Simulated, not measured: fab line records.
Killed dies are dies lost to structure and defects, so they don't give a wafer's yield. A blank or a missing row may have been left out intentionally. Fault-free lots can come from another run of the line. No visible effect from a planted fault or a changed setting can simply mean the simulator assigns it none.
A struck lot beside a sound one ; flow nandHarc ; 14 out of 1159 route steps
Sound: these wafers, L226.1, L226.5, L226.6. Struck: wafer L231.4; the same lot's L231.3 was not struck, so it is left out; see the end for the cause.
Each step with rows lists, per side, the tool, then ch with its chambers, then its first start. Under that, the readings that differ: sound wafers ; struck wafers ; difference of the means ; sigmas: that difference in standard deviations of wafers without a fault.
alike: words and numbers the same on both sides, and readings whose means are apart by under 2 such deviations; not compared: readings that were withheld, readings missing a value for some wafer, numbers with overlapping values and no deviation given by the record, and bounds like >300 which may hide the same value.
Wherever a step has rows on one side only, a row that says differs or no value, or a row with sigmas, the two part there. Numbers that don't overlap but have no deviation are shown without sigmas and don't part them. A reading that every wafer of one side lacks parts them only if that side has two wafers or more.

NHARC_A_WL_FILL_CVD_03: deposits W, target thk 40 nm, time 3302 s.
  sound on cvdW-02 ch 0,1, day 15 05:43; struck on cvdW-01 ch 0, day 17 01:58
  alike: heaterPowerW, throttleValvePct
NHARC_A_WL_FILL_ETCHBACK_04: etches the open film in NF3, target depth 60 nm, time 120 s.
  sound on rieMetal-01 ch 0,1, day 15 08:36; struck on rieMetal-03 ch 1, day 17 04:23
  alike: drypumpMotorCurrentA, oesProductAu, runLengthS
  not compared: rfHoursCounterH
then, 1 step without rows for these wafers: NHARC_A_WL_FILL_ETCHBACK_05 (etches the open film in Cl2/BCl3, target depth 22 nm, time 60 s).
NHARC_A_WL_FILL_STRIP_27: strips in N2/H2, time 20 s.
  sound on plasmaAsher-02 ch 0,1, day 15 08:58; struck on plasmaAsher-02 ch 0, day 17 04:45
  alike: drypumpMotorCurrentA, heaterPowerW
  not compared: rfHoursCounterH
then, 4 steps without rows for these wafers: NHARC_A_WL_FILL_STRIP_28 (strips in post etch residue remover, time 1200 s); NHARC_A_WL_FILL_PRECLEAN_06 (cleans in DIW, time 300 s); NHARC_A_WL_FILL_SRD_07; NHARC_A_WL_FILL_ANNEAL_08 (time 1800 s).
NHARC_A_WL_FILL_ALD_10: deposits SiO2, target thk 50 nm, pulse time 10 s, ald cycles 500.
  sound on aldHk-02 ch 0,1,3, day 15 16:50; struck on aldHk-02 ch 1, day 17 10:25
  alike: heaterPowerW, precursorPulseHeightRel
NHARC_A_WL_FILL_ETCHBACK_16: etches the open film in C4F8/O2/Ar, target depth 88 nm, time 17.6 s.
  sound: rieDiel-06 ch 0,1,3; struck: rieDiel-11 ch 3
  alike: oesProductAu, rfVppV, runLengthS
  not compared: rfHoursCounterH
then, 1 step without rows for these wafers: NHARC_A_WL_FILL_STRIP_29 (strips in O2, time 20 s).
NHARC_A_WL_FILL_ETCHBACK_17: etches the open film in Cl2/BCl3, target depth 4 nm, time 26.7 s.
  sound on rieMetal-02 ch 0,1, day 15 20:37; struck on rieMetal-03 ch 1, day 17 14:46
reading;sound;struck;difference;sigmas
runLengthS (s);48.2 48.3 48.5;40.7;-7.6;-15
  alike: drypumpMotorCurrentA, oesProductAu
  not compared: rfHoursCounterH
then, 1 step without rows for these wafers: NHARC_A_WL_FILL_PRECLEAN_18 (cleans in dHF, time 30 s).
NHARC_END_SORT_01:
  the record has rows for the sound wafers here (prober-01 ch 0, day 19 12:32) and none for the struck ones

== WHERE THEY PART ==
Last at NHARC_END_SORT_01 as far as this record goes, first at NHARC_A_WL_FILL_ETCHBACK_17.

WHY: the cause the simulator had injected
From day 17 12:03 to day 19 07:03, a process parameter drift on rieMetal-03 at NHARC_A_WL_FILL_ETCHBACK_17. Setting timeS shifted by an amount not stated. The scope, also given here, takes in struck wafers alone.
